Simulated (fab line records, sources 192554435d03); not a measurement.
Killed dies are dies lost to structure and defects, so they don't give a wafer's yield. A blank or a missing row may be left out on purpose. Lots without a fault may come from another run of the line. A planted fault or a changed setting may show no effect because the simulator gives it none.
Chamber matching | flow n5_finfet | N5_GATE_CUT_SAC_CAP_01 on ald_sin-03: 4 sister chambers
The step material SiNx, target thk 24 nm, pulse time 1 s, ald cycles 480. 8 wafers are shown with their chamber, then 11 later ones without.

WAFERS WITH THEIR CHAMBER
wafer  | chamber | heater_power_w (W) | precursor_pulse_height_rel
L082.6 | 3       | 741                | 1.010
L084.1 | 1       | 767                | 1.003
L085.1 | 2       | 562                | 1.017
L085.3 | 1       | 780                | 1.002
L088.2 | 0       | 823                | 0.991
L088.5 | 3       | 732                | 1.020
L088.6 | 0       | 834                | 0.994
L091.2 | 2       | 557                | 0.977

WAFERS WITHOUT THEIR CHAMBER
wafer  | heater_power_w (W) | precursor_pulse_height_rel
L091.5 | 786                | 0.978
L091.6 | 827                | 1.009
L093.1 | 548                | 1.036
L093.2 | 772                | 0.993
L093.6 | 560                | 0.990
L094.1 | 548                | 0.995
L094.4 | 792                | 0.974
L094.5 | 774                | 0.963
L097.2 | 838                | 1.030
L097.3 | 553                | 1.028
L097.5 | 713                | 1.002

WHICH CHAMBER EACH WENT THROUGH
wafer  | from the rows above | in truth
L091.5 | 1                   | 1
L091.6 | 0                   | 0
L093.1 | 2                   | 2
L093.2 | 1                   | 1
L093.6 | 2                   | 2
L094.1 | 2                   | 2
L094.4 | 1                   | 1
L094.5 | 1                   | 1
L097.2 | 0                   | 0
L097.3 | 2                   | 2
L097.5 | 3                   | 3
Placed correctly: 11 of 11. Can't be placed from these rows: 0. Placed wrongly: 0.
How it was worked out, from the rows above alone: a wafer's distance from a chamber is the root of the sum, over the readings, of the square of ((its reading less the chamber's mean) divided by the reading's scatter). The wafer belongs to the nearest chamber; if the next one is less than 2 further off, it can't be placed. A chamber's mean is the mean of its shown wafers. The scatter: the root of (the sum of the squares of (reading less its chamber's mean) over the shown wafers, divided by (wafers less chambers)).
